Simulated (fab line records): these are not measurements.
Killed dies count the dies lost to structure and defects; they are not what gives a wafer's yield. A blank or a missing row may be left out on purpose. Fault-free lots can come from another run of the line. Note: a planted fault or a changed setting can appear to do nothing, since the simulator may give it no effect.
Struck lot and sound lot, side by side + flow nand-harc + 15 out of 1302 route steps
Sound: wafers L267.3, L267.5, L267.6. Struck: wafers L280.4, L280.6. The cause comes at the end.
At each step with rows: each side's tool, then ch and its chambers, then its first start. Under that, the readings that differ: sound wafers + struck wafers + difference of the means + sigmas: that difference in standard deviations of wafers without a fault.
alike: same words and numbers on both sides, and readings whose means sit less than 2 such deviations apart. not compared: any withheld reading, any reading some wafer has no value for, any bound like >300 that may hide the same value, and any number with overlapping values for which the record gives no deviation.
Wherever a step has rows on one side only, a row that says differs or no value, or a row with sigmas, the two part there. Numbers that don't overlap but have no deviation are shown without sigmas and don't part them. Lack of a reading on every wafer of one side parts them only where that side has two or more wafers.

NHARC_A_CHANNEL_HOLE_D2_XSEM_32:
  sound on xsem-02 ch 0, day 16 02:43; struck on xsem-02 ch 0, day 21 16:18
  alike: bot-cd-nm, bow-nm, tilt-deg
NHARC_A_CHANNEL_HOLE_D2_INSPECT_40:
  sound on defect-inspect-01 at day 16 02:49; struck on defect-inspect-01 at day 21 16:23
  alike: raw-defect-count
then, 2 steps without rows for these wafers: NHARC_A_CHANNEL_FILL_D2_PRECLEAN_00 (cleans in SC1); NHARC_A_CHANNEL_FILL_D2_SRD_01.
NHARC_A_CHANNEL_FILL_D2_ALD_02: deposits SiO2, target thk 6 nm, pulse time 10 s, ald cycles 60.
  sound on ald-hk-01 ch 0,2,3, day 16 03:09; struck on ald-hk-02 ch 0,1, day 21 16:48
  alike: heater-power-w, precursor-pulse-height-rel
then, 2 steps without rows for these wafers: NHARC_A_CHANNEL_FILL_D2_ALD_03 (deposits SiNx, target thk 6 nm, pulse time 60 s, ald cycles 58); NHARC_A_CHANNEL_FILL_D2_ALD_14 (deposits SiO2, target thk 2.5 nm, pulse time 10 s, ald cycles 25).
NHARC_A_CHANNEL_FILL_D2_ALD_15: deposits SiNx, target thk 2 nm, pulse time 60 s, ald cycles 19.
  sound on ald-sin-batch-01 ch 0; struck on ald-sin-batch-02 ch 0
  alike: precursor-pulse-height-rel
then, 3 steps without rows for these wafers: NHARC_A_CHANNEL_FILL_D2_ALD_16 (deposits SiO2, target thk 1.5 nm, pulse time 10 s, ald cycles 15); NHARC_A_CHANNEL_FILL_D2_ANNEAL_17 (time 1800 s); NHARC_A_CHANNEL_FILL_D2_CVD_18 (deposits poly-Si, target thk 3 nm).
NHARC_A_CHANNEL_FILL_D2_ETCHBACK_19: etches the open film in HBr/Cl2, target depth 5 nm, time 1.7 s.
  sound on rie-si-04 ch 0,1,3, day 17 08:08; struck on rie-si-06 ch 0,1, day 22 16:04
  alike: drypump-motor-current-A, oes-product-au, throttle-valve-pct
  not compared: rf-hours-counter-h
NHARC_A_CHANNEL_FILL_D2_ETCHBACK_20: etches the open film in C4F8/O2/Ar, target depth 27 nm, time 13.5 s.
  sound on rie-diel-01 ch 1,2, day 17 08:14; struck on rie-diel-03 ch 2, day 22 16:12
| reading          | sound          | struck    | difference | sigmas |
|------------------|----------------|-----------|------------|--------|
| run-length-s (s) | 34.9 34.9 34.0 | 29.1 29.2 | -5.5       | -13    |
  alike: oes-product-au, rf-vpp-V
  not compared: rf-hours-counter-h
NHARC_A_CHANNEL_FILL_D2_STRIP_28: strips in O2, time 20 s.
  sound on rie-diel-01 ch 0,1,2, day 17 08:20; struck on rie-diel-03 ch 1, day 22 16:17
| reading                     | sound       | struck  | difference | sigmas |
|-----------------------------|-------------|---------|------------|--------|
| drypump-motor-current-A (A) | 5.7 5.0 5.3 | 6.2 6.2 | +0.9       | +2     |
  alike: oes-product-au, rf-vpp-V, showerhead-plenum-p-Torr, throttle-valve-pct
  not compared: rf-hours-counter-h
-- break in the record here, with 10 days between the starts of the struck wafers on either side (left off in module A_CHANNEL_FILL_D2, picked up again in module END, where the first step shown is number 1302 on the route) --
NHARC_END_SORT_01:
  here the record holds rows for the struck wafers (prober-01 ch 0, day 32 22:50) but none for the sound ones

WHERE THEY PART
Last at NHARC_END_SORT_01 as far as this record goes, first at NHARC_A_CHANNEL_FILL_D2_ETCHBACK_20.

WHY: what the simulator had put in
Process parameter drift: rie-diel-03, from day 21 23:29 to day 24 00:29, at NHARC_A_CHANNEL_FILL_D2_ETCHBACK_20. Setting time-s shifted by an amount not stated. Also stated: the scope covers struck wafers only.
